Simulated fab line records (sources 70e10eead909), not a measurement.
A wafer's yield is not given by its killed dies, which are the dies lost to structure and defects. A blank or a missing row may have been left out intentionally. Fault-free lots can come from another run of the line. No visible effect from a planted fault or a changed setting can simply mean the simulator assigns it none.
Which tool did it? | flow nand harc | 13 lots with 39 wafers sampled at 5 steps, on a route of 1302 steps

WHAT THE GAUGES READ, wafer by wafer
NHARC_END_SORT_01.
lot  | measured     | on        | killed at array | killed at other | killed at periphery | killed dies | killed open | killed short
L241 | day 24 10:01 | prober-01 | 53 70 46        | 0 0 0           | 3 3 0               | 56 73 46    | 2 6 5       | 1 3 0
L245 | day 26 05:38 | prober-02 | 65 55 59        | 2 0 0           | 4 5 5               | 71 60 64    | 4 2 0       | 5 3 2
L246 | day 27 01:09 | prober-02 | 54 57 62        | 1 1 0           | 6 0 3               | 61 58 65    | 2 4 5       | 5 0 0
L253 | day 29 10:34 | prober-01 | 153 146 143     | 2 3 1           | 1 3 3               | 156 152 147 | 3 2 4       | 1 0 1
L254 | day 29 23:15 | prober-01 | 134 116 116     | 0 0 0           | 1 3 3               | 135 119 119 | 0 5 4       | 1 1 4
L262 | day 33 03:14 | prober-02 | 70 73 71        | 1 4 4           | 7 8 6               | 78 85 81    | 1 5 5       | 3 4 3
L263 | day 33 19:44 | prober-01 | 62 65 69        | 0 0 0           | 3 3 2               | 65 68 71    | 3 4 4       | 2 0 4

WHICH TOOL RAN EACH LOT (tool, then ch and the chambers of the sampled wafers, then the start)
lot  | NHARC_A_ONON_D1_DEP_09           | NHARC_THIN_TSV_PVD_19                   | NHARC_THIN_TSV_DEGAS_53      | NHARC_THIN_TSV_ETCH_59
L240 | pecvd onon-01 ch 0, day 7 18:05  | pvd sputter-01, day 23 10:46 or earlier | pvd sputter-02, day 23 10:46 | rie metal-01 ch 0,1, day 23 12:19
L241 | pecvd onon-02 ch 0, day 8 04:24  | pvd sputter-02, day 24 02:06 or earlier | pvd sputter-01, day 24 02:06 | rie metal-01 ch 0,1, day 24 03:34
L244 | pecvd onon-03 ch 0, day 9 06:44  | pvd sputter-02, day 24 22:56 or earlier | pvd sputter-02, day 24 22:56 | rie metal-03 ch 0,1, day 25 00:24
L245 | pecvd onon-01 ch 0, day 9 17:55  | pvd sputter-03, day 25 19:17 or earlier | pvd sputter-02, day 25 19:17 | rie metal-02 ch 0,1, day 25 20:43
L246 | pecvd onon-02 ch 0, day 10 11:50 | pvd sputter-01, day 26 15:28 or earlier | pvd sputter-01, day 26 15:28 | rie metal-02 ch 0, day 26 16:53
L247 | pecvd onon-01 ch 0, day 10 18:22 | pvd sputter-02, day 26 14:10 or earlier | pvd sputter-02, day 26 14:10 | rie metal-03 ch 0,1, day 26 15:40
L252 | pecvd onon-03 ch 0, day 12 15:28 | pvd sputter-03, day 28 18:24 or earlier | pvd sputter-03, day 28 18:24 | rie metal-03 ch 0,1, day 28 19:42
L253 | pecvd onon-03 ch 0, day 12 22:43 | pvd sputter-02, day 28 17:20 or earlier | pvd sputter-03, day 28 17:20 | rie metal-01 ch 0,1, day 28 18:48
L254 | pecvd onon-03 ch 0, day 14 00:29 | pvd sputter-03, day 29 11:22 or earlier | pvd sputter-01, day 29 11:22 | rie metal-01 ch 0,1, day 29 12:52
L259 | pecvd onon-01 ch 0, day 15 14:53 | pvd sputter-01, day 31 18:26 or earlier | pvd sputter-01, day 31 18:26 | rie metal-02 ch 0,1, day 31 19:46
L261 | pecvd onon-03 ch 0, day 16 19:01 | pvd sputter-02, day 32 17:35 or earlier | pvd sputter-02, day 32 17:35 | rie metal-02 ch 1, day 32 18:53
L262 | pecvd onon-01 ch 0, day 16 23:23 | pvd sputter-01, day 32 16:41 or earlier | pvd sputter-02, day 32 16:41 | rie metal-01 ch 0,1, day 32 18:07
L263 | pecvd onon-03 ch 0, day 16 23:31 | pvd sputter-02, day 33 04:02 or earlier | pvd sputter-02, day 33 04:02 | rie metal-03 ch 0, day 33 05:40
- NHARC_A_ONON_D1_DEP_09: target thk 1000 nm.
- NHARC_THIN_TSV_PVD_19: deposits TaN, target thk 20 nm.
- NHARC_THIN_TSV_DEGAS_53: time 60 s.
- NHARC_THIN_TSV_ETCH_59: etches the open film in Cl2/BCl3, target depth 880 nm, time 138.1 s.

WHAT THE TOOLS THEMSELVES READ (means of the sampled wafers that have a number; where no wafer has one, the mark that the record gives instead)
NHARC_A_ONON_D1_DEP_09.
lot  | tool          | n2 flow sccm (sccm)
L240 | pecvd onon-01 | 2743
L241 | pecvd onon-02 | 2765
L244 | pecvd onon-03 | 2749
L245 | pecvd onon-01 | 2755
L246 | pecvd onon-02 | 2740
L247 | pecvd onon-01 | 2757
L252 | pecvd onon-03 | 2746
L253 | pecvd onon-03 | 2743
L254 | pecvd onon-03 | 2759
L259 | pecvd onon-01 | 2748
L261 | pecvd onon-03 | 2754
L262 | pecvd onon-01 | 2744
L263 | pecvd onon-03 | 2738

NHARC_THIN_TSV_PVD_19.
lot  | tool           | throttle valve pct (%)
L240 | pvd sputter-01 | 30.4
L241 | pvd sputter-02 | 29.8
L244 | pvd sputter-02 | 29.3
L245 | pvd sputter-03 | 30.9
L246 | pvd sputter-01 | 30.2
L247 | pvd sputter-02 | 29.0
L252 | pvd sputter-03 | 30.1
L253 | pvd sputter-02 | 30.2
L254 | pvd sputter-03 | 30.1
L259 | pvd sputter-01 | 29.6
L261 | pvd sputter-02 | 30.3
L262 | pvd sputter-01 | 30.8
L263 | pvd sputter-02 | 29.2

NHARC_THIN_TSV_DEGAS_53.
lot  | tool           | heater power w (W)
L240 | pvd sputter-02 | 517
L241 | pvd sputter-01 | 477
L244 | pvd sputter-02 | 511
L245 | pvd sputter-02 | 467
L246 | pvd sputter-01 | 467
L247 | pvd sputter-02 | 452
L252 | pvd sputter-03 | 450
L253 | pvd sputter-03 | 458
L254 | pvd sputter-01 | 491
L259 | pvd sputter-01 | 497
L261 | pvd sputter-02 | 506
L262 | pvd sputter-02 | 485
L263 | pvd sputter-02 | 493

NHARC_THIN_TSV_ETCH_59.
lot  | tool         | bcl3 flow sccm (sccm) | chamber pressure mTorr (mTorr) | drypump motor current A (A) | oes product au (a.u.) | throttle valve pct (%)
L240 | rie metal-01 | 30.01                 | 10.000                         | 6.0                         | 0.989                 | 22.258
L241 | rie metal-01 | 29.99                 | 10.004                         | 5.7                         | 0.999                 | 22.263
L244 | rie metal-03 | 30.08                 | 10.009                         | 5.7                         | 1.001                 | 22.273
L245 | rie metal-02 | 30.01                 | 10.004                         | 5.6                         | 1.011                 | 22.264
L246 | rie metal-02 | 29.98                 | 9.992                          | 4.8                         | 0.999                 | 22.256
L247 | rie metal-03 | 30.00                 | 10.003                         | 5.9                         | 0.986                 | 22.268
L252 | rie metal-03 | 30.08                 | 9.998                          | 5.9                         | 1.000                 | 22.274
L253 | rie metal-01 | 30.00                 | 10.001                         | 6.0                         | 0.981                 | 22.265
L254 | rie metal-01 | 29.99                 | 10.004                         | 6.0                         | 0.991                 | 22.262
L259 | rie metal-02 | 30.05                 | 9.993                          | 5.2                         | 1.020                 | 22.270
L261 | rie metal-02 | 29.97                 | 9.994                          | 5.9                         | 1.027                 | 22.265
L262 | rie metal-01 | 30.03                 | 10.006                         | 5.7                         | 1.011                 | 22.265
L263 | rie metal-03 | 29.94                 | 10.006                         | 5.6                         | 1.008                 | 22.264

THE ANSWER, worked out from the rows above alone
Rule: the lots themselves supply what counts as usual. Put in order of their means at a reading, lots are off if they are a third of the lots or fewer, leave a main group of 4 or more, and stand apart from it by a gap of 3 or more times the standard deviation of the main group's means; of several such gaps the widest counts. A main group whose means are all the same, to the digits that the tables above print for the reading, isn't used. A lot without any number at a reading at which 4 lots or more have one is off too. Any other lot the step has rows for is counted as sound. The gauges are gone through in route order, then the tools' own readings, and for those a lot's mean is taken as printed above. The first step at which some lot is off is used, and at that step the reading that is off furthest; a lot without a number counts as furthest.
Off at NHARC_END_SORT_01 (killed at array): L253, L254. For the main group the mean is 62 and the standard deviation 5.6. Neither off nor sound, because the step has no rows for them: L240, L244, L247, L252, L259, L261.
If a tool, at a process step before that reading, ran all the lots that are off and no sound lot after the first of them, it fits. Gauges at NHARC_END_SORT_01: tried the same way as those tools. NHARC_THIN_TSV_PVD_19 gives no start for some lots, so the hours and the order of its lots are those of NHARC_THIN_TSV_DEGAS_53. Of those tried, none fits.

WHAT HAD BEEN PUT IN BY THE SIMULATOR
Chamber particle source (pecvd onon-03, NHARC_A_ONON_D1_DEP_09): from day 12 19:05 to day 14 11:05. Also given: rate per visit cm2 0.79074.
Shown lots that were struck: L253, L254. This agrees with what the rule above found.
